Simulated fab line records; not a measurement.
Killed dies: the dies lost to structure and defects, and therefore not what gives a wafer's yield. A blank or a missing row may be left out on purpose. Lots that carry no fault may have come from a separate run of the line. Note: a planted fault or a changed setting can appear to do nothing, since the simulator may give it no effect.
fab line records || flow nand_harc
record: {"lots": 5, "wafers": 15, "last_day": 24}
route steps=1159 shown P_GATE@185 END@1159
lots with no fault: from the same line, run without faults
start_h: hours from the record's opening day to when the first of the lot's shown wafers began || wait_h: hours elapsed since this lot's preceding step || " unchanged from the row above || L1.1+2: a single row standing in for several wafers || - no value, or no start given || * or withheld: withheld || < > ~ a bound
route shown NAME@n: NAME is a module with steps in the file, n the number in the route of the first one || usual: mean and standard deviation over wafers with no fault || same: alike in all rows || chamber/n: place in a boat || sites: each site's reading || _std_site: standard deviation of those values || _edge_site: inner sites' mean taken away from outer sites' mean || radius_mm: how far each site lies from the wafer's centre || mask NAME#n: copy n || behind: the tool/chamber that last shaped the wafer || hold: reason for holding the lot/hours on hold/outcome of the hold || device: the n, p or np transistor that did not switch || end of line: tests of these same wafers at the route's end || step lacking rows: just its recipe || killed: the dies lost at the first sort to structure and to defects; this is not the yield of the wafer || map: dies across one wafer; x = killed, . = not, _ = none there
set.NAME: the setting as run; set.NAME@STEP: as run at that earlier step || model.NAME: the simulator's own value behind a step, which no gauge read
certain route steps with their lots: each step a table, each wafer a row
services: a tool's chamber out of use, with start hour (start_h, from the record's first day; less than 0 if before it), hours out, and reason
== steps ==
step: NHARC_P_GATE_CD_MEAS_59
recipe: {"target_cd_nm": 720, "landing_energy_ev": 500}
usual: {"cd_nm": "719.7/1.5"}
{"lot.wafer": "L919.1", "tool": "cd_sem-01", "chamber": 0, "start_h": 106.07, "wait_h": "-", "cd_nm": 720.9}
{"lot.wafer": "L919.2", "tool": "cd_sem-01", "chamber": 0, "start_h": 106.07, "wait_h": "-", "cd_nm": 719.9}
{"lot.wafer": "L919.3", "tool": "cd_sem-01", "chamber": 0, "start_h": 106.07, "wait_h": "-", "cd_nm": 718.2}
{"lot.wafer": "L929.2", "tool": "cd_sem-03", "chamber": 0, "start_h": 162.51, "wait_h": "-", "cd_nm": 719.1}
{"lot.wafer": "L929.3", "tool": "cd_sem-03", "chamber": 0, "start_h": 162.51, "wait_h": "-", "cd_nm": 718.5}
{"lot.wafer": "L929.6", "tool": "cd_sem-03", "chamber": 0, "start_h": 162.51, "wait_h": "-", "cd_nm": 718.7}
{"lot.wafer": "L931.4", "tool": "cd_sem-01", "chamber": 0, "start_h": 179.26, "wait_h": "-", "cd_nm": 720.4}
{"lot.wafer": "L931.5", "tool": "cd_sem-01", "chamber": 0, "start_h": 179.26, "wait_h": "-", "cd_nm": 721.5}
{"lot.wafer": "L931.6", "tool": "cd_sem-01", "chamber": 0, "start_h": 179.26, "wait_h": "-", "cd_nm": 720.0}
{"lot.wafer": "L939.2", "tool": "cd_sem-03", "chamber": 0, "start_h": 222.58, "wait_h": "-", "cd_nm": 719.3}
{"lot.wafer": "L939.3", "tool": "cd_sem-03", "chamber": 0, "start_h": 222.58, "wait_h": "-", "cd_nm": 720.2}
{"lot.wafer": "L939.5", "tool": "cd_sem-03", "chamber": 0, "start_h": 222.58, "wait_h": "-", "cd_nm": 720.0}
{"lot.wafer": "L941.1", "tool": "cd_sem-01", "chamber": 0, "start_h": 237.41, "wait_h": "-", "cd_nm": 717.2}
{"lot.wafer": "L941.4", "tool": "cd_sem-01", "chamber": 0, "start_h": 237.41, "wait_h": "-", "cd_nm": 717.8}
{"lot.wafer": "L941.6", "tool": "cd_sem-01", "chamber": 0, "start_h": 237.41, "wait_h": "-", "cd_nm": 718.9}
step: NHARC_P_GATE_HARDBAKE_60
recipe: {"temp_c": 125, "time_s": 80}
step: NHARC_P_GATE_DESCUM_61
recipe: {"time_s": 3, "o2_flow_sccm": 200, "ar_flow_sccm": 0, "bias_power_w": 0, "chemistry": "O2"}
usual: {"drypump_motor_current_A": "5.7/0.39", "oes_product_au": "0.999/0.0077", "rf_vpp_V": "57.9/0.95", "showerhead_plenum_p_Torr": "1.95/0.074", "throttle_valve_pct": "11.312/0.0083"}
same: {"bias_power_w": 0, "time_s": 3}
{"lot.wafer": "L919.1", "tool": "rie_diel-11", "chamber": 3, "start_h": 106.23, "wait_h": "-", "drypump_motor_current_A": 5.9, "oes_product_au": 0.997, "rf_hours_counter_h": 29, "rf_vpp_V": 57.8, "showerhead_plenum_p_Torr": 1.98, "throttle_valve_pct": 11.318}
{"lot.wafer": "L919.3", "tool": "rie_diel-11", "chamber": 0, "start_h": 106.23, "wait_h": "-", "drypump_motor_current_A": 5.3, "oes_product_au": 1.014, "rf_hours_counter_h": 26, "rf_vpp_V": 56.7, "showerhead_plenum_p_Torr": 1.93, "throttle_valve_pct": 11.308}
{"lot.wafer": "L919.2", "tool": "rie_diel-11", "chamber": 2, "start_h": 106.23, "wait_h": "-", "drypump_motor_current_A": 6.0, "oes_product_au": 1.001, "rf_hours_counter_h": 23, "rf_vpp_V": 56.2, "showerhead_plenum_p_Torr": 2.07, "throttle_valve_pct": 11.324}
{"lot.wafer": "L929.3", "tool": "rie_diel-04", "chamber": 3, "start_h": 162.68, "wait_h": "-", "drypump_motor_current_A": 6.2, "oes_product_au": 0.995, "rf_hours_counter_h": 17, "rf_vpp_V": 58.0, "showerhead_plenum_p_Torr": 1.95, "throttle_valve_pct": 11.323}
{"lot.wafer": "L929.2", "tool": "rie_diel-04", "chamber": 0, "start_h": 162.68, "wait_h": "-", "drypump_motor_current_A": 5.9, "oes_product_au": 0.999, "rf_hours_counter_h": 16, "rf_vpp_V": 58.1, "showerhead_plenum_p_Torr": 1.98, "throttle_valve_pct": 11.318}
{"lot.wafer": "L929.6", "tool": "rie_diel-04", "chamber": 2, "start_h": 162.68, "wait_h": "-", "drypump_motor_current_A": 5.6, "oes_product_au": 0.992, "rf_hours_counter_h": "-", "rf_vpp_V": 57.5, "showerhead_plenum_p_Torr": 1.88, "throttle_valve_pct": 11.307}
{"lot.wafer": "L931.4", "tool": "rie_diel-03", "chamber": 1, "start_h": 179.43, "wait_h": "-", "drypump_motor_current_A": 5.5, "oes_product_au": 0.990, "rf_hours_counter_h": 24, "rf_vpp_V": 57.8, "showerhead_plenum_p_Torr": 2.05, "throttle_valve_pct": 11.301}
{"lot.wafer": "L931.5", "tool": "rie_diel-03", "chamber": 3, "start_h": 179.43, "wait_h": "-", "drypump_motor_current_A": 6.3, "oes_product_au": 0.995, "rf_hours_counter_h": "-", "rf_vpp_V": 56.8, "showerhead_plenum_p_Torr": 1.99, "throttle_valve_pct": 11.315}
{"lot.wafer": "L931.6", "tool": "rie_diel-03", "chamber": 0, "start_h": 179.43, "wait_h": "-", "drypump_motor_current_A": 5.4, "oes_product_au": 0.994, "rf_hours_counter_h": "-", "rf_vpp_V": 58.4, "showerhead_plenum_p_Torr": 1.81, "throttle_valve_pct": 11.306}
{"lot.wafer": "L939.3", "tool": "rie_diel-04", "chamber": 0, "start_h": 222.76, "wait_h": "-", "drypump_motor_current_A": 5.9, "oes_product_au": 1.011, "rf_hours_counter_h": 43, "rf_vpp_V": 58.6, "showerhead_plenum_p_Torr": 1.97, "throttle_valve_pct": 11.308}
{"lot.wafer": "L939.2", "tool": "rie_diel-04", "chamber": 3, "start_h": 222.76, "wait_h": "-", "drypump_motor_current_A": 6.2, "oes_product_au": 1.003, "rf_hours_counter_h": 44, "rf_vpp_V": 57.2, "showerhead_plenum_p_Torr": 1.94, "throttle_valve_pct": 11.318}
{"lot.wafer": "L939.5", "tool": "rie_diel-04", "chamber": 1, "start_h": 222.76, "wait_h": "-", "drypump_motor_current_A": 5.0, "oes_product_au": 1.005, "rf_hours_counter_h": "-", "rf_vpp_V": 57.5, "showerhead_plenum_p_Torr": 1.90, "throttle_valve_pct": 11.328}
{"lot.wafer": "L941.4", "tool": "rie_diel-11", "chamber": 2, "start_h": 237.61, "wait_h": "-", "drypump_motor_current_A": 6.1, "oes_product_au": 1.013, "rf_hours_counter_h": 13, "rf_vpp_V": 60.2, "showerhead_plenum_p_Torr": 2.05, "throttle_valve_pct": 11.302}
{"lot.wafer": "L941.1", "tool": "rie_diel-11", "chamber": 0, "start_h": 237.61, "wait_h": "-", "drypump_motor_current_A": 5.3, "oes_product_au": 1.005, "rf_hours_counter_h": 14, "rf_vpp_V": 56.8, "showerhead_plenum_p_Torr": 1.91, "throttle_valve_pct": 11.319}
{"lot.wafer": "L941.6", "tool": "rie_diel-11", "chamber": 1, "start_h": 237.61, "wait_h": "-", "drypump_motor_current_A": 5.6, "oes_product_au": 1.004, "rf_hours_counter_h": "-", "rf_vpp_V": 59.6, "showerhead_plenum_p_Torr": 1.96, "throttle_valve_pct": 11.303}
step: NHARC_P_GATE_IMPLANT_62
recipe: {"energy_kev": 20, "dose_cm2": 3e+15, "tilt_deg": 7}
step: NHARC_P_GATE_STRIP_112
recipe: {"power_w": 1500, "temp_c": 110, "time_s": 200, "chemistry": "N2/H2"}
usual: {"drypump_motor_current_A": "6.1/0.33", "heater_power_w": "83.7/2.7"}
same: {"time_s": 200}
{"lot.wafer": "L919.2", "tool": "plasma_asher-02", "chamber": 0, "start_h": 106.86, "wait_h": 0.4, "drypump_motor_current_A": 6.0, "heater_power_w": 83.5, "rf_hours_counter_h": 33}
{"lot.wafer": "L919.1", "tool": "plasma_asher-02", "chamber": 1, "start_h": 106.86, "wait_h": 0.4, "drypump_motor_current_A": 6.7, "heater_power_w": 84.4, "rf_hours_counter_h": 33}
{"lot.wafer": "L919.3", "tool": "plasma_asher-02", "chamber": 0, "start_h": 106.86, "wait_h": 0.4, "drypump_motor_current_A": 6.0, "heater_power_w": 82.8, "rf_hours_counter_h": "-"}
{"lot.wafer": "L929.2", "tool": "plasma_asher-02", "chamber": 0, "start_h": 163.08, "wait_h": 0.2, "drypump_motor_current_A": 6.0, "heater_power_w": 82.8, "rf_hours_counter_h": 51}
{"lot.wafer": "L929.3", "tool": "plasma_asher-02", "chamber": 1, "start_h": 163.08, "wait_h": 0.2, "drypump_motor_current_A": 6.6, "heater_power_w": 84.5, "rf_hours_counter_h": "-"}
{"lot.wafer": "L929.6", "tool": "plasma_asher-02", "chamber": 0, "start_h": 163.08, "wait_h": 0.2, "drypump_motor_current_A": 6.0, "heater_power_w": 85.4, "rf_hours_counter_h": "-"}
{"lot.wafer": "L931.4", "tool": "plasma_asher-01", "chamber": 1, "start_h": 179.87, "wait_h": 0.2, "drypump_motor_current_A": 5.8, "heater_power_w": 84.2, "rf_hours_counter_h": "-"}
{"lot.wafer": "L931.6", "tool": "plasma_asher-01", "chamber": 1, "start_h": 179.87, "wait_h": 0.2, "drypump_motor_current_A": 5.9, "heater_power_w": 87.6, "rf_hours_counter_h": "-"}
{"lot.wafer": "L931.5", "tool": "plasma_asher-01", "chamber": 0, "start_h": 179.87, "wait_h": 0.2, "drypump_motor_current_A": 5.9, "heater_power_w": 84.3, "rf_hours_counter_h": "-"}
{"lot.wafer": "L939.2", "tool": "plasma_asher-02", "chamber": 1, "start_h": 223.18, "wait_h": 0.2, "drypump_motor_current_A": 6.6, "heater_power_w": 79.0, "rf_hours_counter_h": 10}
{"lot.wafer": "L939.3", "tool": "plasma_asher-02", "chamber": 1, "start_h": 223.18, "wait_h": 0.2, "drypump_motor_current_A": 6.6, "heater_power_w": 83.1, "rf_hours_counter_h": "-"}
{"lot.wafer": "L939.5", "tool": "plasma_asher-02", "chamber": 0, "start_h": 223.18, "wait_h": 0.2, "drypump_motor_current_A": 6.0, "heater_power_w": 80.6, "rf_hours_counter_h": "-"}
{"lot.wafer": "L941.1", "tool": "plasma_asher-02", "chamber": 1, "start_h": 238.41, "wait_h": 0.6, "drypump_motor_current_A": 6.6, "heater_power_w": 81.3, "rf_hours_counter_h": 15}
{"lot.wafer": "L941.4", "tool": "plasma_asher-02", "chamber": 1, "start_h": 238.41, "wait_h": 0.6, "drypump_motor_current_A": 6.6, "heater_power_w": 78.8, "rf_hours_counter_h": "-"}
{"lot.wafer": "L941.6", "tool": "plasma_asher-02", "chamber": 1, "start_h": 238.41, "wait_h": 0.6, "drypump_motor_current_A": 6.6, "heater_power_w": 79.1, "rf_hours_counter_h": "-"}
step: NHARC_P_GATE_STRIP_76
recipe: {"power_w": 1500, "temp_c": 250, "chemistry": "O2"}
usual: {"drypump_motor_current_A": "6.1/0.33", "heater_power_w": "312/11"}
{"lot.wafer": "L919.2", "tool": "plasma_asher-02", "chamber": 0, "start_h": 107.12, "wait_h": 0.2, "drypump_motor_current_A": 6.0, "heater_power_w": 316, "rf_hours_counter_h": 33}
{"lot.wafer": "L919.1", "tool": "plasma_asher-02", "chamber": 1, "start_h": 107.12, "wait_h": 0.2, "drypump_motor_current_A": 6.6, "heater_power_w": 309, "rf_hours_counter_h": 33}
{"lot.wafer": "L919.3", "tool": "plasma_asher-02", "chamber": 0, "start_h": 107.12, "wait_h": 0.2, "drypump_motor_current_A": 6.0, "heater_power_w": 313, "rf_hours_counter_h": "-"}
{"lot.wafer": "L929.2", "tool": "plasma_asher-02", "chamber": 0, "start_h": 163.31, "wait_h": 0.2, "drypump_motor_current_A": 6.0, "heater_power_w": 303, "rf_hours_counter_h": 51}
{"lot.wafer": "L929.3", "tool": "plasma_asher-02", "chamber": 1, "start_h": 163.31, "wait_h": 0.2, "drypump_motor_current_A": 6.7, "heater_power_w": 299, "rf_hours_counter_h": "-"}
{"lot.wafer": "L929.6", "tool": "plasma_asher-02", "chamber": 0, "start_h": 163.31, "wait_h": 0.2, "drypump_motor_current_A": 6.0, "heater_power_w": 312, "rf_hours_counter_h": "-"}
{"lot.wafer": "L931.4", "tool": "plasma_asher-01", "chamber": 1, "start_h": 180.06, "wait_h": 0.2, "drypump_motor_current_A": 5.8, "heater_power_w": 324, "rf_hours_counter_h": "-"}
{"lot.wafer": "L931.6", "tool": "plasma_asher-01", "chamber": 1, "start_h": 180.06, "wait_h": 0.2, "drypump_motor_current_A": 5.8, "heater_power_w": 314, "rf_hours_counter_h": "-"}
{"lot.wafer": "L931.5", "tool": "plasma_asher-01", "chamber": 0, "start_h": 180.06, "wait_h": 0.2, "drypump_motor_current_A": 5.8, "heater_power_w": 317, "rf_hours_counter_h": "-"}
{"lot.wafer": "L939.2", "tool": "plasma_asher-02", "chamber": 1, "start_h": 223.41, "wait_h": 0.2, "drypump_motor_current_A": 6.6, "heater_power_w": 306, "rf_hours_counter_h": 10}
{"lot.wafer": "L939.3", "tool": "plasma_asher-02", "chamber": 1, "start_h": 223.41, "wait_h": 0.2, "drypump_motor_current_A": 6.6, "heater_power_w": 292, "rf_hours_counter_h": "-"}
{"lot.wafer": "L939.5", "tool": "plasma_asher-02", "chamber": 0, "start_h": 223.41, "wait_h": 0.2, "drypump_motor_current_A": 6.0, "heater_power_w": 290, "rf_hours_counter_h": "-"}
{"lot.wafer": "L941.1", "tool": "plasma_asher-02", "chamber": 1, "start_h": 238.64, "wait_h": 0.2, "drypump_motor_current_A": 6.6, "heater_power_w": 308, "rf_hours_counter_h": 16}
{"lot.wafer": "L941.4", "tool": "plasma_asher-02", "chamber": 1, "start_h": 238.64, "wait_h": 0.2, "drypump_motor_current_A": 6.6, "heater_power_w": 303, "rf_hours_counter_h": "-"}
{"lot.wafer": "L941.6", "tool": "plasma_asher-02", "chamber": 1, "start_h": 238.64, "wait_h": 0.2, "drypump_motor_current_A": 6.6, "heater_power_w": 298, "rf_hours_counter_h": "-"}
step: NHARC_P_GATE_STRIP_63
recipe: {"time_s": 900, "temp_c": 130, "chemistry": "SPM"}
step: NHARC_P_GATE_DEHYDRATE_83
recipe: {"temp_c": 150, "time_s": 120}
step: NHARC_P_GATE_HMDS_84
recipe: {"time_s": 30}
step: NHARC_P_GATE_COAT_85
recipe: {"spin_rpm": 3000}
step: NHARC_P_GATE_SOFTBAKE_86
recipe: {"temp_c": 122, "time_s": 95}
step: NHARC_P_GATE_EBR_87
step: NHARC_P_GATE_EXPOSE_88
recipe: {"na": 0.6, "target_cd_nm": 2000, "dose_mj": 11.87, "mask_id": "P_HVN"}
same: {"na": 0.6}
{"lot.wafer": "L919.1+2+3", "tool": "krf_scanner-03", "chamber": 0, "start_h": 107.88, "wait_h": "-", "mask": "P_HVN#0"}
{"lot.wafer": "L929.2+3+6", "tool": "krf_scanner-04", "chamber": 0, "start_h": 164.07, "wait_h": "-", "mask": "P_HVN#0"}
{"lot.wafer": "L931.4+5+6", "tool": "krf_scanner-03", "chamber": 0, "start_h": 180.82, "wait_h": "-", "mask": "P_PSD#0"}
{"lot.wafer": "L939.2+3+5", "tool": "krf_scanner-01", "chamber": 0, "start_h": 224.17, "wait_h": "-", "mask": "P_HVN#0"}
{"lot.wafer": "L941.1+4+6", "tool": "krf_scanner-04", "chamber": 0, "start_h": 239.27, "wait_h": "-", "mask": "P_HVN#0"}
step: NHARC_P_GATE_PEB_89
recipe: {"peb_temp_c": 118, "peb_time_s": 85}
step: NHARC_P_GATE_DEVELOP_90
recipe: {"time_s": 70}
step: NHARC_P_GATE_CD_MEAS_91
recipe: {"target_cd_nm": 2000, "landing_energy_ev": 500}
usual: {"cd_nm": "2000.1/1.3"}
{"lot.wafer": "L919.1", "tool": "cd_sem-01", "chamber": 0, "start_h": 108.04, "wait_h": "-", "cd_nm": 2000.0}
{"lot.wafer": "L919.2", "tool": "cd_sem-01", "chamber": 0, "start_h": 108.04, "wait_h": "-", "cd_nm": 2000.8}
{"lot.wafer": "L919.3", "tool": "cd_sem-01", "chamber": 0, "start_h": 108.04, "wait_h": "-", "cd_nm": 2000.0}
{"lot.wafer": "L929.2", "tool": "cd_sem-03", "chamber": 0, "start_h": 164.23, "wait_h": "-", "cd_nm": 1999.5}
{"lot.wafer": "L929.3", "tool": "cd_sem-03", "chamber": 0, "start_h": 164.23, "wait_h": "-", "cd_nm": 2001.0}
{"lot.wafer": "L929.6", "tool": "cd_sem-03", "chamber": 0, "start_h": 164.23, "wait_h": "-", "cd_nm": 1998.8}
{"lot.wafer": "L931.4", "tool": "cd_sem-03", "chamber": 0, "start_h": 180.98, "wait_h": "-", "cd_nm": "-"}
{"lot.wafer": "L931.5", "tool": "cd_sem-03", "chamber": 0, "start_h": 180.98, "wait_h": "-", "cd_nm": "-"}
{"lot.wafer": "L931.6", "tool": "cd_sem-03", "chamber": 0, "start_h": 180.98, "wait_h": "-", "cd_nm": "-"}
{"lot.wafer": "L939.2", "tool": "cd_sem-01", "chamber": 0, "start_h": 224.33, "wait_h": "-", "cd_nm": 1999.5}
{"lot.wafer": "L939.3", "tool": "cd_sem-01", "chamber": 0, "start_h": 224.33, "wait_h": "-", "cd_nm": 2001.3}
{"lot.wafer": "L939.5", "tool": "cd_sem-01", "chamber": 0, "start_h": 224.33, "wait_h": "-", "cd_nm": 1999.8}
{"lot.wafer": "L941.1", "tool": "cd_sem-03", "chamber": 0, "start_h": 239.43, "wait_h": "-", "cd_nm": 2000.5}
{"lot.wafer": "L941.4", "tool": "cd_sem-03", "chamber": 0, "start_h": 239.43, "wait_h": "-", "cd_nm": 2000.1}
{"lot.wafer": "L941.6", "tool": "cd_sem-03", "chamber": 0, "start_h": 239.43, "wait_h": "-", "cd_nm": 1999.5}
step: NHARC_P_GATE_HARDBAKE_92
recipe: {"temp_c": 125, "time_s": 80}
step: NHARC_END_SORT_01
recipe: {"temp_c": 25}
usual: {"killed_at_array": "25/9.8", "killed_at_other": "0.8/1.1", "killed_at_periphery": "3.3/2.1", "killed_dies": "29/10", "killed_open": "3.3/1.8", "killed_short": "1.9/1.4"}
same: {"gross_dies": 677}
{"lot.wafer": "L929.2", "tool": "prober-02", "chamber": 0, "start_h": 502.85, "wait_h": 2.8, "killed_at_array": 22, "killed_at_other": 1, "killed_at_periphery": 4, "killed_dies": 27, "killed_open": 6, "killed_short": 1}
{"lot.wafer": "L929.3", "tool": "prober-02", "chamber": 0, "start_h": 503.65, "wait_h": 3.1, "killed_at_array": 23, "killed_at_other": 1, "killed_at_periphery": 5, "killed_dies": 29, "killed_open": 2, "killed_short": 4}
{"lot.wafer": "L929.6", "tool": "prober-02", "chamber": 0, "start_h": 506.05, "wait_h": 4.0, "killed_at_array": 23, "killed_at_other": 2, "killed_at_periphery": 6, "killed_dies": 31, "killed_open": 3, "killed_short": 7}
{"lot.wafer": "L931.4", "tool": "prober-01", "chamber": 0, "start_h": 550.60, "wait_h": 3.4, "killed_at_array": 15, "killed_at_other": 0, "killed_at_periphery": 662, "killed_dies": 677, "killed_open": 0, "killed_short": 3}
{"lot.wafer": "L931.5", "tool": "prober-01", "chamber": 0, "start_h": 551.40, "wait_h": 3.7, "killed_at_array": 12, "killed_at_other": 0, "killed_at_periphery": 665, "killed_dies": 677, "killed_open": 3, "killed_short": 4}
{"lot.wafer": "L931.6", "tool": "prober-01", "chamber": 0, "start_h": 552.19, "wait_h": 4.0, "killed_at_array": 14, "killed_at_other": 0, "killed_at_periphery": 663, "killed_dies": 677, "killed_open": 4, "killed_short": 1}
killed by level:class
L929.2 A_CHANNEL_HOLE_D1:chamber_film_flake=8 A_STAIRCASE:chamber_film_flake=4 A_CONTACT:geometric_particle:open=2 P_ZERO_WELL:chamber_film_flake=2 A_SGD_CUT:chamber_film_flake=2 A_CONTACT:chamber_film_flake=2 P_M0:geometric_particle:short=1 P_M1:geometric_particle:open=1
L929.3 A_STAIRCASE:chamber_film_flake=8 A_CHANNEL_HOLE_D1:chamber_film_flake=5 A_CONTACT:chamber_film_flake=3 P_ZERO_WELL:chamber_film_flake=2 P_GATE:chamber_film_flake=2 P_STI:geometric_particle:short=1 A_SOURCE_PLATE:geometric_particle:short=1 A_ONON_D1:geometric_particle:open=1
L929.6 A_CONTACT:chamber_film_flake=5 A_SGD_CUT:chamber_film_flake=4 A_STAIRCASE:chamber_film_flake=3 A_CHANNEL_FILL_D1:geometric_particle:open=2 P_CONTACT:chamber_film_flake=2 A_CHANNEL_HOLE_D1:chamber_film_flake=2 THIN_TSV:chamber_film_flake=2 P_CONTACT:geometric_particle:short=1
L931.4 P_GATE:area_expose=660 A_CHANNEL_HOLE_D1:chamber_film_flake=4 A_CONTACT:chamber_film_flake=3 A_ZERO_WELL:chamber_film_flake=2 A_STAIRCASE:chamber_film_flake=2 A_CHANNEL_FILL_D1:geometric_particle:short=1 A_CONTACT:geometric_particle:short=1 A_M0:geometric_particle:short=1
L931.5 P_GATE:area_expose=658 A_CHANNEL_HOLE_D1:chamber_film_flake=8 P_CONTACT:geometric_particle:short=3 P_CONTACT:geometric_particle:open=2 P_STI:chamber_film_flake=2 A_CONTACT:geometric_particle:short=1 A_CONTACT:geometric_particle:open=1 A_ZERO_WELL:chamber_film_flake=1
L931.6 P_GATE:area_expose=660 A_STAIRCASE:chamber_film_flake=3 A_M0:geometric_particle:open=2 A_CHANNEL_HOLE_D1:chamber_film_flake=2 A_CONTACT:chamber_film_flake=2 A_CHANNEL_FILL_D1:geometric_particle:open=1 A_CONTACT:geometric_particle:open=1 A_CONTACT:geometric_particle:short=1
map L931.4 (x killed, . not)
____________x____________
_________xxxxxxx_________
_______xxxxxxxxxxx_______
______xxxxxxxxxxxxx______
_____xxxxxxxxxxxxxxx_____
____xxxxxxxxxxxxxxxxx____
____xxxxxxxxxxxxxxxxx____
___xxxxxxxxxxxxxxxxxxx___
___xxxxxxxxxxxxxxxxxxx___
__xxxxxxxxxxxxxxxxxxxxx__
__xxxxxxxxxxxxxxxxxxxxx__
_xxxxxxxxxxxxxxxxxxxxxxx_
_xxxxxxxxxxxxxxxxxxxxxxx_
_xxxxxxxxxxxxxxxxxxxxxxx_
_xxxxxxxxxxxxxxxxxxxxxxx_
_xxxxxxxxxxxxxxxxxxxxxxx_
xxxxxxxxxxxxxxxxxxxxxxxxx
xxxxxxxxxxxxxxxxxxxxxxxxx
xxxxxxxxxxxxxxxxxxxxxxxxx
xxxxxxxxxxxxxxxxxxxxxxxxx
xxxxxxxxxxxxxxxxxxxxxxxxx
_xxxxxxxxxxxxxxxxxxxxxxx_
_xxxxxxxxxxxxxxxxxxxxxxx_
_xxxxxxxxxxxxxxxxxxxxxxx_
_xxxxxxxxxxxxxxxxxxxxxxx_
_xxxxxxxxxxxxxxxxxxxxxxx_
__xxxxxxxxxxxxxxxxxxxxx__
__xxxxxxxxxxxxxxxxxxxxx__
___xxxxxxxxxxxxxxxxxxx___
___xxxxxxxxxxxxxxxxxxx___
____xxxxxxxxxxxxxxxxx____
____xxxxxxxxxxxxxxxxx____
_____xxxxxxxxxxxxxxx_____
______xxxxxxxxxxxxx______
_______xxxxxxxxxxx_______
_________xxxxxxx_________
____________x____________
map L919.1 (x killed, . not)
____________.____________
_________......._________
_______..........._______
______...........x.______
_____..............._____
____.................____
____.................____
___...............x...___
___...................___
__.....................__
__.....................__
_......................._
_......................._
_......................._
_......................._
_.x....................x_
.........................
.........................
........................x
.........................
.........................
_......x................_
_.....x................._
_......................._
_.............x.....x..._
_.................xx...._
__.........x........x..__
__.x.............xxxx.x__
___.................x.___
___.......xx....x..xx.___
____..............xx.____
____.......x.........____
_____..............x_____
______.............______
_______..........._______
_________......._________
____________.____________
== services ==
{"tool": "krf_scanner-01", "chamber": "-", "start_h": 84.00, "hours": 4.0, "kind": "pm"}
{"tool": "rie_diel-03", "chamber": "-", "start_h": 94.39, "hours": 0.5, "kind": "repair"}
{"tool": "plasma_asher-01", "chamber": "-", "start_h": 99.00, "hours": 9.0, "kind": "pm"}
{"tool": "rie_diel-04", "chamber": "-", "start_h": 112.04, "hours": 9.0, "kind": "pm"}
{"tool": "krf_scanner-01", "chamber": "-", "start_h": 114.01, "hours": 4.0, "kind": "repair"}
{"tool": "krf_scanner-04", "chamber": "-", "start_h": 126.00, "hours": 4.0, "kind": "pm"}
{"tool": "krf_scanner-04", "chamber": "-", "start_h": 135.31, "hours": 7.7, "kind": "repair"}
{"tool": "krf_scanner-03", "chamber": "-", "start_h": 136.32, "hours": 0.7, "kind": "repair"}
{"tool": "rie_diel-11", "chamber": 1, "start_h": 139.63, "hours": 2.1, "kind": "repair"}
{"tool": "krf_scanner-04", "chamber": "-", "start_h": 145.20, "hours": 0.4, "kind": "repair"}
{"tool": "rie_diel-03", "chamber": "-", "start_h": 166.74, "hours": 1.7, "kind": "repair"}
{"tool": "krf_scanner-03", "chamber": "-", "start_h": 168.00, "hours": 4.0, "kind": "pm"}
{"tool": "plasma_asher-02", "chamber": "-", "start_h": 183.25, "hours": 9.0, "kind": "pm"}
{"tool": "plasma_asher-02", "chamber": 0, "start_h": 183.25, "hours": 9.0, "kind": "vent_cycle"}
{"tool": "krf_scanner-01", "chamber": "-", "start_h": 185.51, "hours": 0.7, "kind": "repair"}
{"tool": "rie_diel-11", "chamber": "-", "start_h": 189.59, "hours": 9.0, "kind": "pm"}
{"tool": "krf_scanner-01", "chamber": "-", "start_h": 190.33, "hours": 0.4, "kind": "repair"}
{"tool": "rie_diel-04", "chamber": 2, "start_h": 196.01, "hours": 14.9, "kind": "repair"}
{"tool": "krf_scanner-04", "chamber": "-", "start_h": 203.14, "hours": 0.9, "kind": "repair"}
{"tool": "rie_diel-03", "chamber": "-", "start_h": 215.33, "hours": 9.0, "kind": "pm"}
{"tool": "krf_scanner-03", "chamber": "-", "start_h": 224.50, "hours": 0.4, "kind": "repair"}
{"tool": "rie_diel-04", "chamber": 1, "start_h": 229.80, "hours": 3.6, "kind": "repair"}
{"tool": "krf_scanner-04", "chamber": "-", "start_h": 230.90, "hours": 0.7, "kind": "repair"}
{"tool": "krf_scanner-01", "chamber": "-", "start_h": 238.25, "hours": 1.4, "kind": "repair"}
== key ==
first_sign: {"step": "NHARC_P_GATE_EXPOSE_88", "reading": "mask", "direction": "changed"}
effect: {"step": "NHARC_P_GATE_CD_MEAS_91", "reading": "cd_nm", "direction": "missing"}
effect: {"step": "NHARC_END_SORT_01", "reading": "killed_at_periphery", "direction": "up", "sigmas": "99+", "usual": 3.3, "struck": 663.3}
more_kills_born_at: {"NHARC_P_GATE_EXPOSE_88@krf_scanner-03": 1978}
met_at NHARC_P_GATE_EXPOSE_88
struck_wafers L931.4,L931.5,L931.6
later_rows_left_out L931.4,L931.5,L931.6
tester_left_out L931
onset_between 107.88 180.82
fault: {"kind": "wrong_mask", "tool": "any", "chamber": "-", "onset_h": 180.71, "steps": "NHARC_P_GATE_EXPOSE_88", "aux_copy": "P_PSD#0", "scope": "struck_lots_only"}
tester_left_out: of these lots the tester's yield and bins aren't shown, on N5 and GAA mostly nor the transistor test; their killed dies are dies lost to structure and defects alone, not to doping, threshold or leakage, so they don't give the yield
later_rows_left_out: the simulator's readings of these wafers behind a module that went badly wrong aren't trusted and aren't shown, but for the sort
